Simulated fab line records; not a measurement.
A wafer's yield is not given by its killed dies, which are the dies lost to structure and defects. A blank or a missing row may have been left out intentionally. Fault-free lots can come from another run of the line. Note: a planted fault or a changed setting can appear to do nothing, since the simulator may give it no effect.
Split-lot experiment | flow n5 finfet | 21 wafers read from 7 lots, route of 1938 steps

== THE SPLIT ITSELF ==
At N5_MOL_CONTACT_COAG_EXPOSE_05 (exposes mask CA, defocus 0 nm), the setting dose mj was moved away from the recipe's 38.25 on 7 of the 21 wafers read, by -7.2% to +7.1%. The other wafers ran this setting at the recipe's value.

== FROM THE SPLIT TO THE READING: what the file shows between them, 11 steps ==
- N5_MOL_CONTACT_COAG_PEB_06: peb time 60 s
- N5_MOL_CONTACT_COAG_DEVELOP_07: develop time 30 s
- N5_MOL_CONTACT_COAG_CD_MEAS_08: target cd 28 nm
- N5_MOL_CONTACT_COAG_DESCUM_13: chemistry O2, time 7 s
- N5_MOL_CONTACT_COAG_ETCH_59: etches underlayer in N2/H2, target depth 13 nm, time 10.4 s
- N5_MOL_CONTACT_COAG_STRIP_108: strips in N2/H2 (also split here: temp c)
- N5_MOL_CONTACT_COAG_CONTACT_ETCH_14: etches SiO2 in C4F6/O2, target depth 27.5 nm, overetch 8.5 nm, time 20 s
- N5_MOL_CONTACT_COAG_STRIP_109: strips in C4F6/O2
- N5_MOL_CONTACT_COAG_ETCH_15: etches SiNx in CH3F/O2, stops on Si:P, target depth 7 nm
- N5_MOL_CONTACT_COAG_ETCH_110: etches Si in CF4/O2, target depth 2.5 nm, time 8 s
- N5_MOL_CONTACT_COAG_STRIP_98: strips in N2/H2

== THE READING ==
At N5_MOL_CONTACT_COAG_CD_MEAS_99: cd nm in nanometres, against a target cd of 17.2 nm. A value of 17.2 nm with a standard deviation of 0.31 nm is what fault-free wafers of this fab line usually give.

wafer  | tool, chamber at the split | dose mj as run | against the recipe | cd nm, nm | against lot-mates on the recipe
L074.1 | euv scanner-02, 0          | 38.25          | recipe             | 17.3      | -
L074.2 | euv scanner-02, 0          | 38.25          | recipe             | 17.4      | -
L074.5 | euv scanner-02, 0          | 35.49          | -7.2%              | 15.2      | -2.2
L075.1 | euv scanner-01, 0          | 38.25          | recipe             | 17.5      | -
L075.2 | euv scanner-01, 0          | 38.25          | recipe             | 17.4      | -
L075.3 | euv scanner-01, 0          | 38.25          | recipe             | 17.0      | -
L078.1 | euv scanner-01, 0          | 38.25          | recipe             | 17.5      | -
L078.4 | euv scanner-01, 0          | 36.45          | -4.7%              | 16.4      | -1.1
L078.5 | euv scanner-01, 0          | 36.45          | -4.7%              | 15.4      | -2.1
L083.3 | euv scanner-01, 0          | 40.97          | +7.1%              | 18.7      | no lot-mate on the recipe
L083.5 | euv scanner-01, 0          | 40.97          | +7.1%              | 19.0      | no lot-mate on the recipe
L083.6 | euv scanner-01, 0          | 40.97          | +7.1%              | 18.6      | no lot-mate on the recipe
L094.1 | euv scanner-01, 0          | 38.25          | recipe             | 17.1      | -
L094.2 | euv scanner-01, 0          | 38.25          | recipe             | 16.6      | -
L094.3 | euv scanner-01, 0          | 38.25          | recipe             | 17.1      | -
L096.2 | euv scanner-02, 0          | 38.25          | recipe             | 16.9      | -
L096.3 | euv scanner-02, 0          | 38.25          | recipe             | 17.1      | -
L096.4 | euv scanner-02, 0          | 38.25          | recipe             | 17.5      | -
L097.3 | euv scanner-01, 0          | 38.25          | recipe             | 16.9      | -
L097.4 | euv scanner-01, 0          | 40.51          | +5.9%              | 18.2      | +1.5
L097.5 | euv scanner-01, 0          | 38.25          | recipe             | 16.5      | -

THE FIT
A straight line over all 21 wafers: cd nm changes by +0.238 nm for each +1% of dose mj; r = +0.94; the points scatter about the line by 0.33 nm.
The same after taking each lot's own level away (the mean of its wafers on the recipe; 18 wafers): +0.297 nm for each +1%; r = +0.95; scatter 0.27 nm.
Per that fit: largest dose mj move, reading shift of 2.1 nm.
The span of the lots' own levels, 16.70 to 17.50 nm, comes to 2.6 times the standard deviation stated above.
Thus the slope moves with the lot-to-lot level: the two fits are different.
Check: -2.21 nm against its lot-mates is what the line predicts for one of the wafers moved furthest among these (-7.2%) when that wafer is left out of the fit. Against them it came out at -2.15 nm.

== FURTHER SPLITS ON THESE WAFERS ==
These wafers also went through other splits before the reading. Each is held against what the fit with the lots' levels taken away leaves over:
other split on the same wafers       | wafers away from the commonest value | r with cd nm (lot level and that fit taken away)
N5_SD_EPI_N_EPI_21 temp c            | 9                                    | -0.01
N5_SDB_COAT_05 spin rpm              | 4                                    | -0.07
N5_SDB_ETCH_18 time s                | 7                                    | -0.09
N5_GATE_CUT_ETCH_56 Cl2_flow_sccm    | 8                                    | -0.10
N5_MOL_CONTACT_COAG_STRIP_108 temp c | 5                                    | -0.33

== THE WHOLE CHAIN: every reading that the file lists as answering this split, in the file's order ==
step                           | what it does                                                | reading                                                                        | change (the file's fit)               | r (the file's)
N5_MOL_CONTACT_COAG_CD_MEAS_08 | target cd 28 nm                                             | cd nm                                                                          | +0.267 nm for each +1% of the setting | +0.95
N5_MOL_CONTACT_COAG_ETCH_59    | etches underlayer in N2/H2, target depth 13 nm, time 10.4 s | MOL_CONTACT_COAG.cd offset nm (the simulator's own value, which no gauge read) | +0.239 nm for each +1% of the setting | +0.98
N5_MOL_CONTACT_COAG_ETCH_110   | etches Si in CF4/O2, target depth 2.5 nm, time 8 s          | MOL_CONTACT_COAG.cd offset nm (the simulator's own value, which no gauge read) | +0.253 nm for each +1% of the setting | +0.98
N5_MOL_CONTACT_COAG_CD_MEAS_99 | target cd 17.2 nm                                           | cd nm                                                                          | +0.289 nm for each +1% of the setting | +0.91

== FILE'S OWN FIT ==
cd nm changes by +0.289 nm for each +1% of dose mj, r = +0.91.
